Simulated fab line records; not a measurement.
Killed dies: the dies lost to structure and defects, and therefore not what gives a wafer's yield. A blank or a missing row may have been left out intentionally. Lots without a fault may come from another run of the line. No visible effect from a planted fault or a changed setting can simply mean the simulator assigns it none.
Problem report in the 8D (eight disciplines) form, filled by code -- flow n5 finfet -- the parts of the form that need people (team, actions taken, sign-off) are left out

## 1. THE PROBLEM
Wafers free of any fault read 418 nm (standard deviation 7) for M13_THK at N5_BEOL_M13_THK_MEAS_50, against a mean of 780 nm on 2 wafers of 2 lots. That puts it +52 standard deviations away from the usual mean.
The step: measures by xrf.
The first sign was on wafer L809.3 at day 12 07:16, on film metro-02. The record holds 27 wafers of 9 lots with a number at this step. Rule for "out" (also "out of limits"): further than 4 standard deviations from the usual mean. All remaining wafers that have a number are taken as sound.

## 2. WHAT IT IS AND WHAT IT IS NOT
question,is,is not
which readings at this step,M13_THK,-
which lots,"L809, L814","L807, L811, L818, L819, L822, L824, L827"
which wafers of those lots,"L809.3, L814.3","L809.1, L809.5, L814.2, L814.5"
read on which gauges,film metro-02,film metro-01
when,from day 12 07:16,"up to then (5 sound wafers); but 20 sound wafers of L811, L814, L818, L819, L822, L824, L827 came after"

## 3. THE SUSPECTS, EACH WITH WHAT RULES IT OUT
Counting: any tool at a process step up to the reading remains a suspect provided it ran every lot that is out. Sound lots after the first of them don't rule it out here, since some wafers of a struck lot are sound.
- the gauge at N5_BEOL_M13_THK_MEAS_50 has been ruled out. All the wafers that are out were read on film metro-02, but those of them that N5_BEOL_M13_CMP_49 has rows for are out there too, on other tools.
- pvd sputter-01 at N5_BEOL_M13_SPUTTER_43 (material TaN, target thk 15 nm, time 24.19 s): kept. It ran every lot that is out, first L809 (day 12 06:13).
- pvd sputter-01 at N5_BEOL_M13_SPUTTER_44 (material Ta, target thk 10 nm, time 16.13 s): kept. It ran every lot that is out, first L809 (day 12 06:18).
- cmp-02 at N5_BEOL_M13_CMP_49 (polishes, stops on SiOC, t overpolish 17.1 s, target thk 420 nm): kept. It ran every lot that is out, first L809 (day 12 06:58). Its own readings are out on those wafers: barrier field endpoint s, overpolish run s.
The count leaves pvd sputter-01 at N5_BEOL_M13_SPUTTER_43, pvd sputter-01 at N5_BEOL_M13_SPUTTER_44, and cmp-02 at N5_BEOL_M13_CMP_49.

## 4. THE CAUSE (what the simulator had put in)
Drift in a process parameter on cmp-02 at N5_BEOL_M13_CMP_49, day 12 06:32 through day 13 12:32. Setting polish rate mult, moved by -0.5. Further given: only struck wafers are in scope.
Counting leaves 3 suspects; this tool is one of them.

## 5. SEQUENCE OF EFFECTS, ordered by route
One row per reading whose mean, taken over the struck wafers that have a number, lies over 3 standard deviations from the usual. Readings are gone through only where the record gives a usual standard deviation; hours: the median, over the lots, of the time from a lot's start at the first step in this table giving one to that lot's start at this step; sigmas: the change measured in usual standard deviations.
hours,step,reading,usual,on struck wafers,change,sigmas
0,N5_BEOL_M13_CMP_49,barrier field endpoint s,30.1 s,58.8,+28.6,+36
0,N5_BEOL_M13_CMP_49,overpolish run s,17.101 s,2.864,-14.237,-99 or more
0,N5_BEOL_M13_THK_MEAS_50,M13_THK,418 nm,780,+362,+52
0,N5_BEOL_M13_INSPECT_55,raw defect count,70,3096,+3026,+99 or more
31,N5_PASSIVATION_PROBE_49,defect limited yield,91.3 %,0.0,-91.3,-61
31,N5_PASSIVATION_PROBE_49,killed_at_M4_up,13,1080,+1068,+99 or more
31,N5_PASSIVATION_PROBE_49,killed dies,103,1180,+1077,+63
31,N5_PASSIVATION_PROBE_49,killed on rim,14,152,+138,+33
31,N5_PASSIVATION_PROBE_49,sort n pass,1077,0,-1077,-63
31,N5_PASSIVATION_PROBE_49,sort yield pct,91.3 %,0.0,-91.3,-61
Here are the process steps it includes:
- N5_BEOL_M13_CMP_49: polishes, stops on SiOC, t overpolish 17.1 s, target thk 420 nm.
- N5_PASSIVATION_PROBE_49

## 6. HOW IT WOULD HAVE BEEN CAUGHT EARLIER
In this record the first reading out of limits at a measuring or inspecting step was taken at day 12 07:16, 1 hour after the fault began at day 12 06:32.
The tool's own readings at N5_BEOL_M13_CMP_49 were out on every struck wafer that the step has a row for (barrier field endpoint s, overpolish run s): an alarm limit on them would have fired on the first of those.
Lots out: 2; of these, L814 started N5_BEOL_M13_CMP_49 on cmp-02 after day 12 07:16. Putting the tool on hold at that point would have spared it.
